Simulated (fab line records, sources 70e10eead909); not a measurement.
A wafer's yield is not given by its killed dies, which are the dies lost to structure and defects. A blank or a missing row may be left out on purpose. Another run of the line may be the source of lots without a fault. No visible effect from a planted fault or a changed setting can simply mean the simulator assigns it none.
The tool behind it: which one?    flow nand harc    Sampling: 13 lots, 39 wafers, 4 of 1159 route steps

## WHAT EACH GAUGE READ, for each wafer
The record lacks any reading of a measuring or inspecting step that a usual standard deviation could be used to judge.

## TOOL THAT RAN EACH LOT (tool first, then ch and the chambers of the sampled wafers, then the start)
lot   NHARC_A_BONDPAD_DEP_00                      NHARC_A_BONDPAD_CMP_29         NHARC_THIN_TSV_DEGAS_49       NHARC_THIN_TSV_ETCH_59
L133  pecvd-02 ch 0,1,2, day 18 02:00             cmp-01 ch 1,2,3, day 18 02:25  pvd sputter-03, day 19 02:31  rie metal-01 ch 0,1, day 19 06:02
L137  pecvd-03 ch 0,1,2, day 18 02:52 or earlier  cmp-02 ch 0,2,3, day 18 02:52  pvd sputter-03, day 19 03:51  rie metal-02 ch 1, day 19 07:31
L135  pecvd-02 ch 1,2, day 18 09:11               cmp-01 ch 0,2,3, day 18 09:37  pvd sputter-03, day 19 06:08  rie metal-02 ch 1, day 19 09:46
L138  pecvd-02 ch 0,1, day 18 15:38               cmp-04 ch 0,1,3, day 18 16:05  pvd sputter-01, day 19 14:26  rie metal-02 ch 1, day 19 17:56
L136  pecvd-01 ch 0,2, day 19 01:06 or earlier    cmp-01 ch 1,2,3, day 19 01:06  pvd sputter-01, day 19 21:01  rie metal-02 ch 1, day 20 00:49
L140  pecvd-02 ch 0,2, day 20 03:02               cmp-01 ch 0,1,3, day 20 03:26  pvd sputter-01, day 21 03:32  rie metal-02 ch 0,1, day 21 06:54
L141  pecvd-02 ch 0,1, day 20 03:32               cmp-01 ch 0,1, day 20 03:52    pvd sputter-03, day 21 02:35  rie metal-01 ch 0,1, day 21 06:05
L139  pecvd-01 ch 0,1,2, day 20 05:57 or earlier  cmp-01 ch 0,2,3, day 20 05:57  pvd sputter-02, day 21 05:56  rie metal-02 ch 0,1, day 21 09:27
L146  pecvd-02 ch 0,1,2, day 20 16:03             cmp-01 ch 0,1,2, day 20 16:29  pvd sputter-03, day 21 13:13  rie metal-01 ch 0,1, day 21 16:33
L150  pecvd-01 ch 0,1,2, day 22 14:04             cmp-04 ch 0,1, day 22 14:30    pvd sputter-03, day 23 11:28  rie metal-03 ch 0,1, day 23 14:55
L151  pecvd-01 ch 0,1, day 22 22:47 or earlier    cmp-02 ch 0,1,3, day 22 22:47  pvd sputter-03, day 23 20:02  rie metal-03 ch 0,1, day 23 23:31
L152  pecvd-03 ch 0,2, day 23 04:38               cmp-02 ch 1,2,3, day 23 05:05  pvd sputter-02, day 23 23:54  rie metal-02 ch 0,1, day 24 03:18
L155  pecvd-03 ch 0,1,2, day 24 05:05             cmp-02 ch 0,1,2, day 24 05:30  pvd sputter-01, day 25 00:28  rie metal-02 ch 0,1, day 25 04:26
- NHARC_A_BONDPAD_DEP_00: deposits SiCN, target thk 250 nm.
- NHARC_A_BONDPAD_CMP_29: polishes SiCN, target thk 200 nm.
- NHARC_THIN_TSV_DEGAS_49: time 120 s.
- NHARC_THIN_TSV_ETCH_59: etches the open film in Cl2/BCl3, target depth 880 nm, time 138.1 s.

## AS READ BY THE TOOLS THEMSELVES (means over the sampled wafers that have a number; for cases with no such wafer, the mark the record gives instead)
NHARC_A_BONDPAD_DEP_00.
lot   tool      heater power w (W)
L133  pecvd-02  616
L137  pecvd-03  605
L135  pecvd-02  529
L138  pecvd-02  668
L136  pecvd-01  541
L140  pecvd-02  644
L141  pecvd-02  633
L139  pecvd-01  548
L146  pecvd-02  629
L150  pecvd-01  592
L151  pecvd-01  565
L152  pecvd-03  614
L155  pecvd-03  585

NHARC_A_BONDPAD_CMP_29.
lot   tool    motor current A (A)  slurry flow ml min
L133  cmp-01  13.2                 149.7
L137  cmp-02  12.7                 149.9
L135  cmp-01  13.0                 149.8
L138  cmp-04  11.1                 149.8
L136  cmp-01  13.6                 150.1
L140  cmp-01  13.9                 149.8
L141  cmp-01  13.4                 150.2
L139  cmp-01  13.0                 150.3
L146  cmp-01  13.3                 150.3
L150  cmp-04  11.5                 149.9
L151  cmp-02  12.1                 149.6
L152  cmp-02  12.6                 149.9
L155  cmp-02  12.5                 150.1

NHARC_THIN_TSV_DEGAS_49.
lot   tool            heater power w (W)
L133  pvd sputter-03  511
L137  pvd sputter-03  489
L135  pvd sputter-03  504
L138  pvd sputter-01  491
L136  pvd sputter-01  480
L140  pvd sputter-01  476
L141  pvd sputter-03  529
L139  pvd sputter-02  474
L146  pvd sputter-03  520
L150  pvd sputter-03  509
L151  pvd sputter-03  516
L152  pvd sputter-02  426
L155  pvd sputter-01  475

NHARC_THIN_TSV_ETCH_59.
lot   tool          drypump motor current A (A)  oes product au (a.u.)  throttle valve pct (%)
L133  rie metal-01  5.5                          1.004                  22.269
L137  rie metal-02  5.9                          1.007                  22.265
L135  rie metal-02  5.9                          1.005                  22.268
L138  rie metal-02  5.9                          1.005                  22.257
L136  rie metal-02  5.9                          1.004                  22.262
L140  rie metal-02  5.2                          1.004                  22.261
L141  rie metal-01  5.5                          1.004                  22.260
L139  rie metal-02  5.2                          1.003                  22.258
L146  rie metal-01  5.6                          0.985                  22.266
L150  rie metal-03  6.1                          1.015                  22.265
L151  rie metal-03  5.9                          1.024                  22.257
L152  rie metal-02  5.5                          1.007                  22.258
L155  rie metal-02  5.2                          1.001                  22.272

## THE ANSWER, worked out from the rows above alone
Rule: the usual values come from the lots themselves. The widest of any qualifying gaps counts: lots, ordered by their means at a reading, are off when they make up no more than a third of the lots, leave a main group of 4 or more, and stand apart from it by 3 or more times the standard deviation of that group's means. A main group whose means are all the same, to the digits that the tables above print for the reading, isn't used. Also off: a lot with no number at a reading for which 4 or more lots have one. The other lots that the step has rows for count as sound. The gauges are gone through in route order, then the tools' own readings, and for those a lot's mean is taken as printed above. At the first step where some lot is off, the reading lying furthest off is the one used; lots without a number count as furthest.
No lot is off at any reading shown: from this, nothing can be told.

## WHAT HAD BEEN PUT IN BY THE SIMULATOR
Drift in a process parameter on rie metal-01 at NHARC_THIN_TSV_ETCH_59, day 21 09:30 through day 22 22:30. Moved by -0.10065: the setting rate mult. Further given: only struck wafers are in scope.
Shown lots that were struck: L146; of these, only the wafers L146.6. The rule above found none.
